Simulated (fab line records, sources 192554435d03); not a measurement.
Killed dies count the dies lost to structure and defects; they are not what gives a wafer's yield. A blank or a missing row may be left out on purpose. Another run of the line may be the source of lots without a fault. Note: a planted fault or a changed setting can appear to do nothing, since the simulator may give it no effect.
Chamber matching ; flow n5 finfet ; N5_PMOS_HMC_CHANNEL_EPI_CMP_21 on cmp-03: 4 sister chambers
The step polishes SiGe30, target thk 54 nm. 4 wafers are shown with their chamber, then 10 later ones without.

WAFERS WITH THEIR CHAMBER
wafer;chamber;motor current A (A)
L090.3;1;11.0
L090.6;0;12.6
L092.1;3;13.8
L092.3;2;12.7

WAFERS MISSING THEIR CHAMBER
wafer;motor current A (A)
L092.4;11.5
L093.1;12.6
L093.4;12.2
L093.6;11.1
L095.3;12.2
L095.5;12.9
L095.6;12.0
L096.1;12.4
L096.4;11.9
L096.5;12.2

CHAMBER TAKEN BY EACH
wafer;from the rows above;in truth
L092.4;can't be placed: 1 or 0 or 2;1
L093.1;can't be placed: 0 or 2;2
L093.4;can't be placed: 0 or 2 or 1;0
L093.6;1;1
L095.3;can't be placed: 0 or 2 or 1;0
L095.5;can't be placed: 2 or 0 or 3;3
L095.6;can't be placed: 0 or 2 or 1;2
L096.1;can't be placed: 0 or 2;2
L096.4;can't be placed: 0 or 2 or 1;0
L096.5;can't be placed: 0 or 2 or 1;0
Correctly placed: 1 of 10. Can't be placed from these rows: 9 (the true chamber is among the candidates in 9). Wrongly placed: 0.
How it was worked out, from the rows above alone: a wafer's distance from a chamber is the root of the sum, over the readings, of the square of ((its reading less the chamber's mean) divided by the reading's scatter). If the next closest chamber is less than 2 further off than the closest, the wafer can't be placed; otherwise it belongs to the closest. The mean given for a chamber averages the wafers shown for that chamber. The scatter: with one shown wafer a chamber, the root of the mean of the squares of how far each hidden wafer lies from its nearest shown one.
